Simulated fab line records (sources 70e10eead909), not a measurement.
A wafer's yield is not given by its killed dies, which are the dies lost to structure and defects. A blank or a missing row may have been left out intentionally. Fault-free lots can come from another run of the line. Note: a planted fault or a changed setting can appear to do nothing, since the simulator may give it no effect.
fab line records -- flow nand-harc
record: lots: 6, wafers: 18, last-day: 32
route steps=1302 shown P_CONTACT@241 P_M0@253
lots that met no fault: from a run of the same line without faults
start-h: hours from the record's opening day to when the first of the lot's shown wafers began -- wait-h: hours since the lot's step before -- " repeats the value in the row above -- L1.1+2: one row covering several wafers at once -- - no value present, or no start provided -- * or withheld: withheld -- < > ~ a bound
route shown NAME@n: a module of which the file shows steps, and the number in the route of the first -- usual: average and standard deviation across the fault-free wafers -- same: alike in all rows -- chamber/n: place in a boat -- sites: per-site readings -- _std_site: how widely they spread, as a standard deviation -- _edge_site: inner sites' mean taken away from outer sites' mean -- radius-mm: for every site, how far away it sits from the centre of the wafer -- mask NAME#n: copy n -- behind: the last tool/chamber to shape the wafer -- hold: why the lot went on hold/how many hours it stayed there/how the hold came to an end -- device: the n, p or np transistor that did not switch -- end of line: tests run on the same wafers once the route is complete -- a step given without rows: its recipe and nothing more -- killed: dies that structure and defects cost at the first sort, which is not the same as the wafer's yield -- map: the dies of a wafer, with x for killed, . for not killed, _ for no die there
set.NAME: the setting that was run; set.NAME@STEP: the one run at that earlier step -- model.NAME: the simulator's own value behind a step, which no gauge read
lots seen at some steps along the route; tables by step, rows by wafer
services: from which hour (start-h, from the record's first day; less than 0 if before it) a tool's chamber was out of use, for how many hours, and why
== steps ==
step: NHARC_P_CONTACT_CD_MEAS_19
usual: cd-nm: 89.6/1.8
lot.wafer,tool,chamber,start-h,wait-h,cd-nm
L412.3,cd-sem-01,-,121.88,-,90.3
L412.4,cd-sem-01,-,121.88,-,87.6
L412.6,cd-sem-01,-,121.88,-,87.6
L414.1,cd-sem-02,-,138.59,-,88.5
L414.5,cd-sem-02,-,138.59,-,87.4
L414.6,cd-sem-02,-,138.59,-,91.8
L420.1,cd-sem-03,-,199.28,-,87.4
L420.3,cd-sem-03,-,199.28,-,89.7
L420.6,cd-sem-03,-,199.28,-,88.9
L422.2,cd-sem-03,-,214.80,-,86.9
L422.3,cd-sem-03,-,214.80,-,88.0
L422.5,cd-sem-03,-,214.80,-,88.0
L423.3,cd-sem-03,-,233.86,-,90.6
L423.4,cd-sem-03,-,233.86,-,90.7
L423.6,cd-sem-03,-,233.86,-,91.1
L431.1,cd-sem-03,-,306.30,-,88.3
L431.2,cd-sem-03,-,306.30,-,91.0
L431.3,cd-sem-03,-,306.30,-,90.0
step: NHARC_P_CONTACT_STRIP_28
recipe: o2-flow-sccm: 500, ar-flow-sccm: 0, bias-w: 0, chemistry: O2
usual: drypump-motor-current-A: 5.3/0.31, oes-product-au: 1.001/0.01, rf-vpp-V: 57.9/0.93, showerhead-plenum-p-Torr: 3.52/0.13, throttle-valve-pct: 17.036/0.0089
lot.wafer,tool,chamber,start-h,wait-h,drypump-motor-current-A,oes-product-au,rf-hours-counter-h,rf-vpp-V,showerhead-plenum-p-Torr,throttle-valve-pct
L412.3,rie-diel-04,3,121.99,0.1,5.5,0.996,5.8,57.2,3.49,17.044
L412.4,rie-diel-04,1,121.99,0.1,4.9,0.996,-,56.6,3.39,17.034
L412.6,rie-diel-04,3,121.99,0.1,5.5,0.998,-,57.8,3.49,17.034
L414.1,rie-diel-04,0,138.72,0.1,5.4,1.004,6.3,57.2,3.30,17.042
L414.6,rie-diel-04,1,138.72,0.1,4.9,0.996,-,57.4,3.39,17.045
L414.5,rie-diel-04,2,138.72,0.1,5.1,1.002,-,57.8,3.63,17.052
L420.3,rie-diel-04,1,199.35,0.1,4.8,0.999,0.4,58.2,3.39,17.037
L420.1,rie-diel-04,0,199.35,0.1,5.4,1.017,0.4,55.0,3.30,17.040
L420.6,rie-diel-04,2,199.35,0.1,5.0,1.001,-,58.3,3.63,17.047
L422.3,rie-diel-12,3,214.87,0.1,5.4,1.011,4.2,58.3,3.56,17.027
L422.2,rie-diel-12,2,214.87,0.1,4.9,1.005,3.6,58.6,3.64,17.050
L422.5,rie-diel-12,3,214.87,0.1,5.4,0.989,-,57.2,3.56,17.041
L423.3,rie-diel-04,1,233.93,0.1,4.9,0.981,2.3,59.0,3.39,17.023
L423.4,rie-diel-04,0,233.93,0.1,5.4,1.008,2.3,58.5,3.30,17.032
L423.6,rie-diel-04,1,233.93,0.1,4.9,0.991,-,57.2,3.39,17.048
L431.2,rie-diel-12,2,306.38,0.1,4.8,1.014,0.5,58.4,3.64,17.039
L431.1,rie-diel-12,3,306.38,0.1,5.4,0.998,0.4,59.2,3.56,17.043
L431.3,rie-diel-12,0,306.38,0.1,5.6,1.004,0.4,58.8,3.58,17.027
step: NHARC_P_CONTACT_STRIP_29
recipe: time-s: 1200, temp-c: 72.5, chemistry: post-etch-residue-remover
step: NHARC_P_CONTACT_DEGAS_38
recipe: temp-c: 300, time-s: 60
step: NHARC_P_CONTACT_PRE_CLEAN_39
recipe: time-s: 19.5, bias-v: 250, gas: Ar
step: NHARC_P_CONTACT_PVD_32
recipe: target-thk-a: 50, chamber-pressure-pa: 5, power-w: 5000, substrate-temp-c: 200, time-s: 17.7, material: Ti
usual: throttle-valve-pct: 29.7/1
same: time-s: 17.7
lot.wafer,tool,chamber,start-h,wait-h,throttle-valve-pct
L412.4,pvd-sputter-02,-,-,-,30.8
L412.3,pvd-sputter-02,-,-,-,28.9
L412.6,pvd-sputter-02,-,-,-,30.9
L414.1,pvd-sputter-01,-,-,-,30.8
L414.5,pvd-sputter-01,-,-,-,29.6
L414.6,pvd-sputter-01,-,-,-,27.9
L420.1,pvd-sputter-02,-,-,-,31.1
L420.3,pvd-sputter-02,-,-,-,30.7
L420.6,pvd-sputter-02,-,-,-,29.0
L422.3,pvd-sputter-01,-,-,-,29.0
L422.2,pvd-sputter-01,-,-,-,29.7
L422.5,pvd-sputter-01,-,-,-,28.7
L423.4,pvd-sputter-02,-,-,-,29.3
L423.3,pvd-sputter-02,-,-,-,30.6
L423.6,pvd-sputter-02,-,-,-,29.0
L431.2,pvd-sputter-02,-,-,-,28.9
L431.3,pvd-sputter-02,-,-,-,30.0
L431.1,pvd-sputter-02,-,-,-,31.1
step: NHARC_P_CONTACT_ALD_22
recipe: target-thk-a: 30, pulse-time-s: 1, ald-cycles: 150, temp-c: 450, material: TiN
usual: heater-power-w: 1139/85, precursor-pulse-height-rel: 0.999/0.021
lot.wafer,tool,chamber,start-h,wait-h,heater-power-w,precursor-pulse-height-rel
L412.4,ald-metal-03,1,122.88,-,1285,1.034
L412.3,ald-metal-03,3,122.88,-,1114,1.009
L412.6,ald-metal-03,1,122.88,-,1266,0.997
L414.1,ald-metal-02,1,139.55,-,1048,1.016
L414.6,ald-metal-02,1,139.55,-,1030,0.964
L414.5,ald-metal-02,2,139.55,-,1034,0.992
L420.3,ald-metal-04,3,200.23,-,1052,0.982
L420.1,ald-metal-04,2,200.23,-,1067,1.040
L420.6,ald-metal-04,0,200.23,-,1193,0.998
L422.2,ald-metal-04,1,215.79,-,1168,0.995
L422.3,ald-metal-04,2,215.79,-,1070,0.969
L422.5,ald-metal-04,0,215.79,-,1201,1.022
L423.4,ald-metal-04,1,234.81,-,1140,1.004
L423.3,ald-metal-04,2,234.81,-,1023,1.040
L423.6,ald-metal-04,2,234.81,-,1046,1.033
L431.2,ald-metal-04,1,307.27,-,1125,1.000
L431.1,ald-metal-04,2,307.27,-,1060,0.990
L431.3,ald-metal-04,3,307.27,-,1096,0.973
step: NHARC_P_CONTACT_CVD_23
recipe: target-thk-a: 2000, temp-c: 300, pressure-torr: 40, wf6-flow-sccm: 40, h2-flow-sccm: 1600, ar-flow-sccm: 1560, time-s: 557, material: W
usual: chamber-pressure-Torr: 39.99/0.088, heater-power-w: 445/39, throttle-valve-pct: 8.25/0.2
same: time-s: 557
lot.wafer,tool,chamber,start-h,wait-h,chamber-pressure-Torr,heater-power-w,throttle-valve-pct
L412.4,cvd-w-02,1,-,-,40.05,383,7.90
L412.3,cvd-w-02,0,-,-,39.98,449,8.16
L412.6,cvd-w-02,1,-,-,40.01,387,8.02
L414.1,cvd-w-02,0,-,-,39.97,467,7.98
L414.6,cvd-w-02,1,-,-,39.90,387,7.80
L414.5,cvd-w-02,0,-,-,40.12,453,8.30
L420.1,cvd-w-02,1,-,-,40.12,389,8.27
L420.3,cvd-w-02,1,-,-,40.12,390,7.86
L420.6,cvd-w-02,1,-,-,40.07,397,8.00
L422.2,cvd-w-01,1,-,-,40.06,476,8.10
L422.3,cvd-w-01,0,-,-,39.90,418,8.14
L422.5,cvd-w-01,0,-,-,39.93,427,8.51
L423.4,cvd-w-02,1,-,-,39.85,381,8.23
L423.3,cvd-w-02,0,-,-,39.92,459,8.28
L423.6,cvd-w-02,1,-,-,40.08,386,8.12
L431.1,cvd-w-01,0,-,-,40.02,420,8.36
L431.2,cvd-w-01,1,-,-,40.14,483,8.28
L431.3,cvd-w-01,1,-,-,40.13,483,8.29
step: NHARC_P_CONTACT_CMP_24
recipe: t-overpolish-s: 30, target-thk-nm: 200
usual: motor-current-A: 12.0/1.1, overpolish-run-s: 30.001/0.0088, time-to-endpoint-s: 39.4/2.5
lot.wafer,tool,chamber,start-h,wait-h,motor-current-A,overpolish-run-s,time-to-endpoint-s
L412.3,cmp-02,0,123.72,0.3,12.9,30.016,41.9
L412.4,cmp-02,2,123.72,0.3,10.8,30.006,40.7
L412.6,cmp-02,0,123.72,0.3,13.2,29.999,38.8
L414.1,cmp-01,3,140.40,0.5,13.3,30.001,41.4
L414.6,cmp-01,3,140.40,0.5,12.6,30.013,40.2
L414.5,cmp-01,0,140.40,0.5,12.9,29.997,36.8
L420.3,cmp-01,2,201.13,0.4,10.2,29.994,40.2
L420.1,cmp-01,3,201.13,0.4,13.6,30.004,40.1
L420.6,cmp-01,1,201.13,0.4,13.1,29.992,38.5
L422.3,cmp-04,2,216.61,0.3,12.3,30.004,39.2
L422.2,cmp-04,0,216.61,0.3,12.1,30.003,41.7
L422.5,cmp-04,2,216.61,0.3,12.0,30.003,42.0
L423.3,cmp-01,3,235.65,0.3,13.6,30.015,40.9
L423.4,cmp-01,1,235.65,0.3,13.3,30.010,38.8
L423.6,cmp-01,0,235.65,0.3,12.1,30.003,39.3
L431.3,cmp-01,2,308.11,0.3,10.3,30.000,41.3
L431.1,cmp-01,3,308.11,0.3,13.3,30.011,41.3
L431.2,cmp-01,1,308.11,0.3,12.6,30.000,38.7
step: NHARC_P_CONTACT_SRD_26
step: NHARC_P_CONTACT_INSPECT_27
usual: raw-defect-count: 285/110
lot.wafer,tool,chamber,start-h,wait-h,raw-defect-count
L412.3,defect-inspect-02,-,124.12,0.1,131
L412.4,defect-inspect-02,-,124.12,0.1,202
L412.6,defect-inspect-02,-,124.12,0.1,135
L414.1,defect-inspect-02,-,140.80,0.1,235
L414.5,defect-inspect-02,-,140.80,0.1,385
L414.6,defect-inspect-02,-,140.80,0.1,276
L420.1,defect-inspect-02,-,201.48,0.1,176
L420.3,defect-inspect-02,-,201.48,0.1,263
L420.6,defect-inspect-02,-,201.48,0.1,320
L422.2,defect-inspect-01,-,217.01,0.1,278
L422.3,defect-inspect-01,-,217.01,0.1,243
L422.5,defect-inspect-01,-,217.01,0.1,258
L423.3,defect-inspect-02,-,236.06,0.1,192
L423.4,defect-inspect-02,-,236.06,0.1,182
L423.6,defect-inspect-02,-,236.06,0.1,127
L431.1,defect-inspect-01,-,308.51,0.1,526
L431.2,defect-inspect-01,-,308.51,0.1,329
L431.3,defect-inspect-01,-,308.51,0.1,322
step: NHARC_P_M0_DEP_00
recipe: target-thk-a: 1500, target-thk-nm: 150, temp-c: withheld, pressure-torr: 5, flow-sccm: 200, rf-w: 600, material: SiOC
usual: chamber-pressure-Torr: 5.003/0.012, showerhead-vpp-V: 1549/86
lot.wafer,tool,chamber,start-h,wait-h,chamber-pressure-Torr,showerhead-vpp-V
L412.3,pecvd-01,1,124.33,0.2,5.034,1512
L412.4,pecvd-01,0,124.33,0.2,5.004,1506
L412.6,pecvd-01,1,124.33,0.2,5.015,1532
L414.1,pecvd-04,2,140.96,0.2,5.005,1647
L414.5,pecvd-04,0,140.96,0.2,4.994,1637
L414.6,pecvd-04,2,140.96,0.2,5.001,1639
L420.3,pecvd-01,2,201.55,0.1,5.008,1463
L420.1,pecvd-01,1,201.55,0.1,5.011,1502
L420.6,pecvd-01,0,201.55,0.1,4.991,1524
L422.2,pecvd-04,1,217.13,0.1,5.004,1564
L422.3,pecvd-04,2,217.13,0.1,5.010,1637
L422.5,pecvd-04,2,217.13,0.1,4.999,1660
L422.2,pecvd-04,1,217.82,-,4.977,1558
L422.3,pecvd-04,2,217.82,-,5.012,1632
L422.5,pecvd-04,2,217.82,-,5.006,1633
L423.3,pecvd-04,0,236.17,0.1,5.007,1674
L423.6,pecvd-04,0,236.17,0.1,5.000,1648
L423.4,pecvd-04,1,236.17,0.1,4.991,1533
L423.3,pecvd-04,0,236.67,-,4.989,1687
L423.6,pecvd-04,0,236.67,-,4.986,1646
L423.4,pecvd-04,1,236.67,-,4.995,1523
L431.2,pecvd-03,2,308.58,0.1,4.995,1483
L431.3,pecvd-03,0,308.58,0.1,5.021,1396
L431.1,pecvd-03,1,308.58,0.1,5.007,1495
step: NHARC_P_M0_DEHYDRATE_01
recipe: temp-c: 150, time-s: 120
== services ==
tool,chamber,start-h,hours,kind
pvd-sputter-02,-,104.00,10.0,pm
rie-diel-04,0,108.80,15.5,repair
pecvd-04,1,110.86,20.2,repair
cmp-01,-,112.68,9.3,repair
pecvd-01,2,117.94,19.5,repair
ald-metal-04,-,118.00,10.0,pm
pecvd-04,-,120.00,1.3,repair
cmp-01,-,124.90,1.0,repair
pecvd-01,-,130.00,13.0,pm
pvd-sputter-01,-,143.24,6.5,repair
cvd-w-01,-,147.12,0.3,repair
ald-metal-04,3,149.35,5.7,repair
pvd-sputter-01,-,173.65,0.8,repair
rie-diel-04,-,177.90,9.0,pm
cvd-w-01,-,185.02,13.0,pm
cmp-01,-,185.61,4.0,pm
ald-metal-04,0,223.20,1.8,repair
cmp-01,-,259.08,37.0,repair
cvd-w-02,-,260.59,0.9,repair
cvd-w-02,-,269.00,13.0,pm
pecvd-04,-,269.00,13.0,pm
pvd-sputter-02,-,282.00,10.0,pm
pecvd-04,-,292.01,1.3,repair
ald-metal-04,-,296.00,10.0,pm
== key ==
first-sign: step: NHARC_P_M0_DEP_00, reading: visit, direction: added
effect none on later readings
met-at NHARC_P_M0_DEP_00
struck-wafers L422.2,L422.3,L422.5,L423.3,L423.4,L423.6
later-rows-left-out L422.2,L422.3,L422.5,L423.3,L423.4,L423.6
sort-left-out L422.2,L422.3,L422.5,L423.3,L423.4,L423.6
fault: kind: repeated-step-whole, tool: pecvd-01,pecvd-03,pecvd-04, chamber: -, onset-h: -, steps: NHARC_P_M0_DEP_00, times: 1, scope: struck-lots-only
sort-left-out: the simulated sort isn't trusted on such a fault, so these wafers' sort isn't shown, and their yield isn't known
later-rows-left-out: the simulator's readings of these wafers behind a module that went badly wrong aren't trusted and aren't shown, but for the sort
